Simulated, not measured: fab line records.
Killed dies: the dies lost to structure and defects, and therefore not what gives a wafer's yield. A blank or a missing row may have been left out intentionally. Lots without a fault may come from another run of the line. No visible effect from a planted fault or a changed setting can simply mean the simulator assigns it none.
Chamber matching + flow nand-harc + NHARC_A_M0_CMP_23 on cmp-03: 4 sister chambers
The step polishes, t overpolish 20 s, target thk 113.75 nm. 16 wafers are shown with their chamber, then 8 later ones without.

== WAFERS PAIRED WITH THEIR CHAMBERS ==
| wafer  | chamber | motor-current-A (A) | slurry-filter-dp-kPa (kPa) | time-to-endpoint-s (s) |
|--------|---------|---------------------|----------------------------|------------------------|
| L421.1 | 1       | 9.9                 | 13.53                      | 28.4                   |
| L421.4 | 2       | 13.2                | 13.57                      | 30.0                   |
| L421.5 | 2       | 13.5                | 13.45                      | 25.6                   |
| L423.2 | 0       | 12.6                | 13.37                      | 30.8                   |
| L423.3 | 3       | 12.1                | 13.67                      | 29.6                   |
| L423.4 | 1       | 9.4                 | 13.79                      | 27.4                   |
| L425.1 | 3       | 12.4                | 13.51                      | 29.5                   |
| L425.3 | 0       | 12.7                | 13.32                      | 29.8                   |
| L425.5 | 1       | 9.7                 | 13.75                      | 29.5                   |
| L424.2 | 0       | 12.6                | 13.64                      | 29.9                   |
| L424.5 | 2       | 13.0                | 13.53                      | 28.0                   |
| L424.6 | 1       | 9.5                 | 13.52                      | 32.8                   |
| L428.1 | 0       | 12.1                | 13.26                      | 32.7                   |
| L428.2 | 1       | 9.7                 | 13.58                      | 30.9                   |
| L428.3 | 3       | 11.2                | 13.83                      | 31.2                   |
| L429.3 | 3       | 12.0                | 13.60                      | 28.7                   |

SIGNATURES (means of the wafers above)
| reading              | chamber 0 | chamber 1 | chamber 2 | chamber 3 | scatter within a chamber |
|----------------------|-----------|-----------|-----------|-----------|--------------------------|
| motor-current-A      | 12.500    | 9.640     | 13.233    | 11.925    | 0.327                    |
| slurry-filter-dp-kPa | 13.3975   | 13.6340   | 13.5167   | 13.6525   | 0.133                    |
| time-to-endpoint-s   | 30.800    | 29.800    | 27.867    | 29.750    | 1.74                     |
Rule: a wafer lies at a distance from a chamber equal to the root of the sum of squares, over the readings, of (its reading less the chamber's mean, divided by the reading's scatter). If the next closest chamber is less than 2 further off than the closest, the wafer can't be placed; otherwise it belongs to the closest. How the scatter is found: for the shown wafers, subtract from each reading the mean of its chamber, square and add these, divide the total by (wafers less chambers), then take the root.

== WAFERS WITH NO CHAMBER GIVEN ==
| wafer  | motor-current-A (A) | slurry-filter-dp-kPa (kPa) | time-to-endpoint-s (s) |
|--------|---------------------|----------------------------|------------------------|
| L429.4 | 10.2                | 13.50                      | 31.9                   |
| L429.5 | 12.3                | 13.77                      | 28.8                   |
| L432.2 | 12.6                | 13.48                      | 30.5                   |
| L432.3 | 12.1                | 13.47                      | 26.4                   |
| L432.4 | 9.7                 | 13.45                      | 30.4                   |
| L441.1 | 12.3                | 13.55                      | 29.7                   |
| L441.4 | 9.7                 | 13.40                      | 28.4                   |
| L441.5 | 14.3                | 13.31                      | 27.1                   |

== WHICH CHAMBER EACH WENT THROUGH ==
| wafer  | from the rows above          | in truth |
|--------|------------------------------|----------|
| L429.4 | 1                            | 1        |
| L429.5 | can't be placed: 3 or 0 or 2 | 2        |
| L432.2 | can't be placed: 0 or 2 or 3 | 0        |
| L432.3 | can't be placed: 3 or 0 or 2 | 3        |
| L432.4 | 1                            | 1        |
| L441.1 | can't be placed: 3 or 0 or 2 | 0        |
| L441.4 | 1                            | 1        |
| L441.5 | 2                            | 2        |
Correct placement for 4 of the 8. Not placeable from these rows: 4 (in 4, the candidates include the true chamber). Number placed wrongly: 0.
